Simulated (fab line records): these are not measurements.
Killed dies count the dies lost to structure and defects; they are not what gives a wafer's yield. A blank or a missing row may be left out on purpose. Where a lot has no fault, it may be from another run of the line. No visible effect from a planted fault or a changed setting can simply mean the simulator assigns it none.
Which tool did it? :: flow nand-harc :: 7 lots with 21 wafers sampled at 5 steps, on a route of 1302 steps

WHAT EACH GAUGE READ, for each wafer
NHARC_END_SORT_01.
lot :: measured :: on :: killed-at-array

WHICH TOOL RAN EACH LOT (tool, then ch and the chambers of the sampled wafers, then the start)
lot: L806
NHARC_A_SLIT_ETCH_26: har-etch-01 ch 0,1, day 20 10:45
NHARC_A_SLIT_STRIP_18: rie-diel-06 ch 1,3, day 20 21:26 or earlier
NHARC_A_WL_FILL_STRIP_27: plasma-asher-01 ch 1, day 20 21:26
NHARC_A_WL_FILL_CVD_23: lpcvd-poly-01 ch 0, day 21 09:59

lot: L810
NHARC_A_SLIT_ETCH_26: har-etch-02 ch 1, day 22 06:33
NHARC_A_SLIT_STRIP_18: rie-diel-06 ch 0,3, day 22 16:29 or earlier
NHARC_A_WL_FILL_STRIP_27: plasma-asher-02 ch 0,1, day 22 16:29
NHARC_A_WL_FILL_CVD_23: lpcvd-poly-03 ch 0, day 24 11:13

lot: L812
NHARC_A_SLIT_ETCH_26: har-etch-02 ch 0,1, day 24 05:32
NHARC_A_SLIT_STRIP_18: rie-diel-12 ch 0,3, day 24 15:21 or earlier
NHARC_A_WL_FILL_STRIP_27: plasma-asher-01 ch 1, day 24 15:21
NHARC_A_WL_FILL_CVD_23: lpcvd-poly-02 ch 0, day 25 05:47

lot: L819
NHARC_A_SLIT_ETCH_26: har-etch-01 ch 0,1, day 26 13:36
NHARC_A_SLIT_STRIP_18: rie-diel-12 ch 1,3, day 26 23:28 or earlier
NHARC_A_WL_FILL_STRIP_27: plasma-asher-01 ch 0, day 26 23:28
NHARC_A_WL_FILL_CVD_23: lpcvd-poly-02 ch 0, day 27 13:14

lot: L822
NHARC_A_SLIT_ETCH_26: har-etch-01 ch 0,1, day 27 14:50
NHARC_A_SLIT_STRIP_18: rie-diel-12 ch 0,3, day 28 00:36 or earlier
NHARC_A_WL_FILL_STRIP_27: plasma-asher-02 ch 0,1, day 28 00:36
NHARC_A_WL_FILL_CVD_23: lpcvd-poly-01 ch 0, day 28 12:55

lot: L825
NHARC_A_SLIT_ETCH_26: har-etch-02 ch 0,1, day 28 18:10
NHARC_A_SLIT_STRIP_18: rie-diel-01 ch 0,1,3, day 29 04:07 or earlier
NHARC_A_WL_FILL_STRIP_27: plasma-asher-02 ch 0,1, day 29 04:07
NHARC_A_WL_FILL_CVD_23: lpcvd-poly-02 ch 0, day 29 18:29

lot: L828
NHARC_A_SLIT_ETCH_26: har-etch-01 ch 0,1, day 29 14:01
NHARC_A_SLIT_STRIP_18: rie-diel-01 ch 0,1,3, day 29 23:47 or earlier
NHARC_A_WL_FILL_STRIP_27: plasma-asher-02 ch 0,1, day 29 23:47
NHARC_A_WL_FILL_CVD_23: lpcvd-poly-01 ch 0, day 30 14:34
- NHARC_A_SLIT_ETCH_26: etches the open film in C4F8/O2/Ar, time 90 s, target depth 400 nm.
- NHARC_A_SLIT_STRIP_18: strips in O2.
- NHARC_A_WL_FILL_STRIP_27: strips in N2/H2, time 20 s.
- NHARC_A_WL_FILL_CVD_23: deposits poly-Si, target thk 40 nm, time 800 s.

THE ANSWER, worked out from the rows above alone
Rule: the lots themselves supply what counts as usual. The widest of any qualifying gaps counts: lots, ordered by their means at a reading, are off when they make up no more than a third of the lots, leave a main group of 4 or more, and stand apart from it by 3 or more times the standard deviation of that group's means. If all means in a main group match to the digits the tables above print for the reading, that group is not used. Also off: a lot with no number at a reading for which 4 or more lots have one. All remaining lots with rows at the step are treated as sound.
No lot is off at any reading shown: from this, nothing can be told.

WHAT WAS PUT IN BY THE SIMULATOR
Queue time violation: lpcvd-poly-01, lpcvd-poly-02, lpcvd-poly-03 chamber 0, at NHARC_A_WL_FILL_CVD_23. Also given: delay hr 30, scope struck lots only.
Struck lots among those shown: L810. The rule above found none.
